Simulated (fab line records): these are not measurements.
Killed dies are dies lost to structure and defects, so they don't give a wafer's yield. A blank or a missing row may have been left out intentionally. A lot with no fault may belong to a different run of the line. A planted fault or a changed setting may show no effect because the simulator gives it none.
Chamber matching + flow n5Finfet + 4 sister chambers for N5_BEOL_M0_SAQP_ETCH_84 on rieDiel-04
The step etches SOC in N2/H2, target depth 100 nm, overetch 20 nm, time 150 s. 8 wafers are shown with their chamber, then 12 later ones without.

WAFERS WITH THEIR CHAMBER
| wafer  | chamber | showerheadPlenumPTorr (Torr) | throttleValvePct (%) |
|--------|---------|------------------------------|----------------------|
| L080.1 | 3       | 2.63                         | 18.05                |
| L080.5 | 2       | 2.42                         | 18.08                |
| L083.2 | 2       | 2.42                         | 18.11                |
| L083.5 | 1       | 2.62                         | 17.74                |
| L083.6 | 0       | 2.57                         | 17.94                |
| L085.1 | 1       | 2.62                         | 17.75                |
| L085.2 | 3       | 2.62                         | 18.06                |
| L085.4 | 0       | 2.57                         | 17.94                |

WAFERS MISSING THEIR CHAMBER
| wafer  | showerheadPlenumPTorr (Torr) | throttleValvePct (%) |
|--------|------------------------------|----------------------|
| L090.1 | 2.57                         | 17.95                |
| L090.2 | 2.62                         | 17.77                |
| L090.5 | 2.62                         | 18.09                |
| L091.2 | 2.57                         | 17.99                |
| L091.4 | 2.62                         | 18.08                |
| L091.6 | 2.62                         | 17.78                |
| L093.1 | 2.42                         | 18.12                |
| L093.2 | 2.62                         | 18.07                |
| L093.5 | 2.62                         | 17.78                |
| L096.1 | 2.61                         | 17.79                |
| L096.4 | 2.56                         | 17.99                |
| L096.5 | 2.61                         | 18.09                |

EACH ONE'S CHAMBER
| wafer  | from the rows above | in truth |
|--------|---------------------|----------|
| L090.1 | 0                   | 0        |
| L090.2 | 1                   | 1        |
| L090.5 | 3                   | 3        |
| L091.2 | 0                   | 0        |
| L091.4 | 3                   | 3        |
| L091.6 | 1                   | 1        |
| L093.1 | 2                   | 2        |
| L093.2 | 3                   | 3        |
| L093.5 | 1                   | 1        |
| L096.1 | 1                   | 1        |
| L096.4 | 0                   | 0        |
| L096.5 | 3                   | 3        |
Correctly placed: 12 of 12. Can't be placed from these rows: 0. Number placed wrongly: 0.
How it was worked out, from the rows above alone: a wafer's distance from a chamber is the root of the sum, over the readings, of the square of ((its reading less the chamber's mean) divided by the reading's scatter). If the next closest chamber is less than 2 further off than the closest, the wafer can't be placed; otherwise it belongs to the closest. A chamber's mean is the mean of its shown wafers. The scatter: the root of (the sum of the squares of (reading less its chamber's mean) over the shown wafers, divided by (wafers less chambers)).
